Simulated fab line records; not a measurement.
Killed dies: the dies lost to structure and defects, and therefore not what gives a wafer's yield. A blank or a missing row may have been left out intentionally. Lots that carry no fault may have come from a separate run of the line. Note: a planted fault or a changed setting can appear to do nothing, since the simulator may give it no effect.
Chamber matching || flow n5_finfet || uv_cure-01 running N5_BEOL_M5_CURE_80: 3 sister chambers
The step cures SiCOH lowk, time 120 s. 6 wafers are shown with their chamber, then 12 later ones without.

EACH WAFER AND ITS CHAMBER
{"wafer": "L080.2", "chamber": 2, "wafer_temp_C_max": 371.2, "lamp_power_pct (%)": 52.34}
{"wafer": "L080.4", "chamber": 2, "wafer_temp_C_max": 371.1, "lamp_power_pct (%)": 52.31}
{"wafer": "L087.4", "chamber": 0, "wafer_temp_C_max": 371.6, "lamp_power_pct (%)": 52.28}
{"wafer": "L087.5", "chamber": 0, "wafer_temp_C_max": 371.7, "lamp_power_pct (%)": 52.25}
{"wafer": "L090.5", "chamber": 1, "wafer_temp_C_max": 372.2, "lamp_power_pct (%)": 52.30}
{"wafer": "L090.6", "chamber": 1, "wafer_temp_C_max": 372.1, "lamp_power_pct (%)": 52.23}

WAFERS WITHOUT THEIR CHAMBER
{"wafer": "L094.1", "wafer_temp_C_max": 371.8, "lamp_power_pct (%)": 52.33}
{"wafer": "L094.2", "wafer_temp_C_max": 371.9, "lamp_power_pct (%)": 52.34}
{"wafer": "L094.3", "wafer_temp_C_max": 372.0, "lamp_power_pct (%)": 52.38}
{"wafer": "L095.2", "wafer_temp_C_max": 371.0, "lamp_power_pct (%)": 52.30}
{"wafer": "L095.3", "wafer_temp_C_max": 371.3, "lamp_power_pct (%)": 52.47}
{"wafer": "L095.5", "wafer_temp_C_max": 370.7, "lamp_power_pct (%)": 52.39}
{"wafer": "L096.1", "wafer_temp_C_max": 373.1, "lamp_power_pct (%)": 52.28}
{"wafer": "L096.3", "wafer_temp_C_max": 372.8, "lamp_power_pct (%)": 52.41}
{"wafer": "L096.6", "wafer_temp_C_max": 372.5, "lamp_power_pct (%)": 52.28}
{"wafer": "L096.2", "wafer_temp_C_max": 372.5, "lamp_power_pct (%)": 52.34}
{"wafer": "L096.4", "wafer_temp_C_max": 372.8, "lamp_power_pct (%)": 52.38}
{"wafer": "L096.5", "wafer_temp_C_max": 372.9, "lamp_power_pct (%)": 52.31}

WHICH CHAMBER EACH ONE RAN IN
{"wafer": "L094.1", "from the rows above": 0, "in truth": 0}
{"wafer": "L094.2", "from the rows above": "can't be placed: 0 or 1", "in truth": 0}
{"wafer": "L094.3", "from the rows above": "can't be placed: 1 or 0", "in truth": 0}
{"wafer": "L095.2", "from the rows above": 2, "in truth": 2}
{"wafer": "L095.3", "from the rows above": 2, "in truth": 2}
{"wafer": "L095.5", "from the rows above": 2, "in truth": 2}
{"wafer": "L096.1", "from the rows above": 1, "in truth": 1}
{"wafer": "L096.3", "from the rows above": 1, "in truth": 1}
{"wafer": "L096.6", "from the rows above": 1, "in truth": 1}
{"wafer": "L096.2", "from the rows above": 1, "in truth": 1}
{"wafer": "L096.4", "from the rows above": 1, "in truth": 1}
{"wafer": "L096.5", "from the rows above": 1, "in truth": 1}
Correct placement for 10 of the 12. From these rows, 2 cannot be placed; in 2 the true chamber is one of the candidates. 0 placed wrongly.
How it was worked out, from the rows above alone: a wafer's distance from a chamber is the root of the sum, over the readings, of the square of ((its reading less the chamber's mean) divided by the reading's scatter). If the next closest chamber is less than 2 further off than the closest, the wafer can't be placed; otherwise it belongs to the closest. Each chamber's mean is taken over the wafers shown for it. The scatter: the root of (the sum of the squares of (reading less its chamber's mean) over the shown wafers, divided by (wafers less chambers)).
